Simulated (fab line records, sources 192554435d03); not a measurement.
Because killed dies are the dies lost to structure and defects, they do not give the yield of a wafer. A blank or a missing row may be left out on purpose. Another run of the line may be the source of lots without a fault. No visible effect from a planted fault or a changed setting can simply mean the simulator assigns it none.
Split-lot study	flow n5_finfet	route with 1938 steps; 7 lots, 39 wafers read

SPLIT DETAILS
At N5_BEOL_M2_TRENCH_ETCH_37 (etches SiOC in C4F6/O2, target depth 55.555 nm, time 29.2 s), the setting target_depth_a was moved away from the recipe's 555.55 angstrom on 6 of the 39 wafers read, by -19.1% to +43.2%. All remaining wafers had this setting at the recipe value.

FROM THE SPLIT TO THE READING: what the file shows between them, 8 steps
- N5_BEOL_M2_ETCH_41: etches SiCN in CH3F/O2, target depth 29.9 nm, time 52.5 s
- N5_BEOL_M2_STRIP_97: strips in N2/H2, time 10 s
- N5_BEOL_M2_OCD_MEAS_38
- N5_BEOL_M2_HM_STRIP_39: strips TiN in peroxide tin strip, target depth 25 nm, time 158 s
- N5_BEOL_M2_SRD_40: time 30 s
- N5_BEOL_M2_ECD_50: material Cu, target thk 300 nm
- N5_BEOL_M2_ANNEAL_51: time 90 s
- N5_BEOL_M2_CMP_52: polishes, stops on SiOC, t overpolish 6.8 s, target thk 40 nm

THE READING
M2_THK, in nm, at N5_BEOL_M2_THK_MEAS_53 (measures by xrf). A value of 39.5 nm with a standard deviation of 1.3 nm is what fault-free wafers of this fab line usually give.

wafer	tool, chamber at the split	target_depth_a as run, angstrom	against the recipe	M2_THK, nm	against lot-mates on the recipe
L074.1	rie_diel-02, 3	449.6	-19.1%	28.7	-11.1
L074.2	rie_diel-02, 2	555.55	recipe	39.1	-
L074.3	rie_diel-02, 0	555.55	recipe	40.0	-
L074.4	rie_diel-02, 1	555.55	recipe	40.4	-
L074.5	rie_diel-02, 3	449.6	-19.1%	27.4	-12.4
L074.6	rie_diel-02, 0	449.6	-19.1%	29.2	-10.6
L081.1	rie_diel-02, 0	555.55	recipe	38.5	-
L081.2	rie_diel-02, 1	555.55	recipe	40.2	-
L081.3	rie_diel-02, 3	555.55	recipe	37.6	-
L081.4	rie_diel-02, 1	555.55	recipe	38.4	-
L081.5	rie_diel-02, 0	555.55	recipe	39.3	-
L081.6	rie_diel-02, 3	555.55	recipe	37.5	-
L084.1	rie_diel-05, 2	555.55	recipe	39.8	-
L084.2	rie_diel-05, 3	555.55	recipe	37.3	-
L084.3	rie_diel-05, 0	555.55	recipe	39.8	-
L084.4	rie_diel-05, 1	555.55	recipe	39.2	-
L084.5	rie_diel-05, 0	555.55	recipe	39.5	-
L084.6	rie_diel-05, 3	555.55	recipe	38.0	-
L085.1	rie_diel-02, 0	555.55	recipe	38.5	-
L085.2	rie_diel-02, 2	555.55	recipe	37.8	-
L085.3	rie_diel-02, 3	555.55	recipe	39.2	-
L085.4	rie_diel-02, 1	555.55	recipe	39.8	-
L085.5	rie_diel-02, 1	555.55	recipe	40.2	-
L085.6	rie_diel-02, 2	555.55	recipe	38.0	-
L090.1	rie_diel-05, 2	555.55	recipe	38.8	-
L090.3	rie_diel-05, 1	555.55	recipe	39.7	-
L090.5	rie_diel-05, 3	555.55	recipe	37.0	-
L095.1	rie_diel-02, 0	555.55	recipe	38.8	-
L095.2	rie_diel-02, 2	555.55	recipe	40.3	-
L095.3	rie_diel-02, 3	555.55	recipe	40.0	-
L095.4	rie_diel-02, 1	555.55	recipe	39.2	-
L095.5	rie_diel-02, 3	555.55	recipe	39.1	-
L095.6	rie_diel-02, 2	555.55	recipe	37.2	-
L096.1	rie_diel-06, 2	555.55	recipe	36.4	-
L096.2	rie_diel-06, 3	795.7	+43.2%	64.0	+27.1
L096.3	rie_diel-06, 1	795.7	+43.2%	61.8	+24.9
L096.4	rie_diel-06, 0	555.55	recipe	36.3	-
L096.5	rie_diel-06, 0	795.7	+43.2%	59.9	+23.0
L096.6	rie_diel-06, 1	555.55	recipe	38.1	-

THE FIT
A straight line over all 39 wafers: M2_THK changes by +0.536 nm for each +1% of target_depth_a; r = +0.99; the points scatter about the line by 1.2 nm.
The same after taking each lot's own level away (the mean of its wafers on the recipe; 39 wafers): +0.581 nm for each +1%; r = +0.99; scatter 1 nm.
On that fit, the largest move of target_depth_a shifts the reading by 25 nm.
Across the lots, their own levels run from 36.93 to 39.83 nm, a range of 2.2 times the standard deviation given above.
The two slopes agree, so the slope changes little with the lot-to-lot level.
Check: with one of the wafers moved furthest among these (+43.2%) left out of the fit, the line predicts +24.3 nm for it against its lot-mates. It came out at +27.1 nm against them.

THESE WAFERS: OTHER SPLITS
Other splits were also applied to these wafers ahead of the reading. Each is held against what the fit with the lots' levels taken away leaves over:
other split on the same wafers	wafers away from the commonest value	r with M2_THK (lot level and that fit taken away)
N5_BEOL_M0_SAQP_PECVD_04 time_s	18	-0.05

THE WHOLE CHAIN: every reading that the file lists as answering this split, in the file's order
step	what it does	reading	change (the file's fit)	r (the file's)
N5_BEOL_M2_TRENCH_ETCH_37	etches SiOC in C4F6/O2, target depth 55.555 nm, time 29.2 s	BEOL_M2.feature_depth_nm (the simulator's own value, which no gauge read)	+0.573 nm for each +1% of the setting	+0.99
N5_BEOL_M2_TRENCH_ETCH_37	etches SiOC in C4F6/O2, target depth 55.555 nm, time 29.2 s	etch.depth_nm (the simulator's own value, which no gauge read)	+0.573 nm for each +1% of the setting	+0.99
N5_BEOL_M2_TRENCH_ETCH_37	etches SiOC in C4F6/O2, target depth 55.555 nm, time 29.2 s	TiN_of_BEOL_M2_HM_DEP_02.thk_nm (the simulator's own value, which no gauge read)	-0.0258 nm for each +1% of the setting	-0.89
N5_BEOL_M2_OCD_MEAS_38		trench_depth_nm	+0.577 nm for each +1% of the setting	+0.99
N5_BEOL_M2_CMP_52	polishes, stops on SiOC, t overpolish 6.8 s, target thk 40 nm	Cu_of_BEOL_M2_ECD_50.thk_nm (the simulator's own value, which no gauge read)	+0.587 nm for each +1% of the setting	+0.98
N5_BEOL_M2_THK_MEAS_53	measures by xrf	M2_THK	+0.58 for each +1% of the setting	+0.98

FILE'S OWN FIT
M2_THK changes by +0.58 nm for each +1% of target_depth_a, r = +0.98.
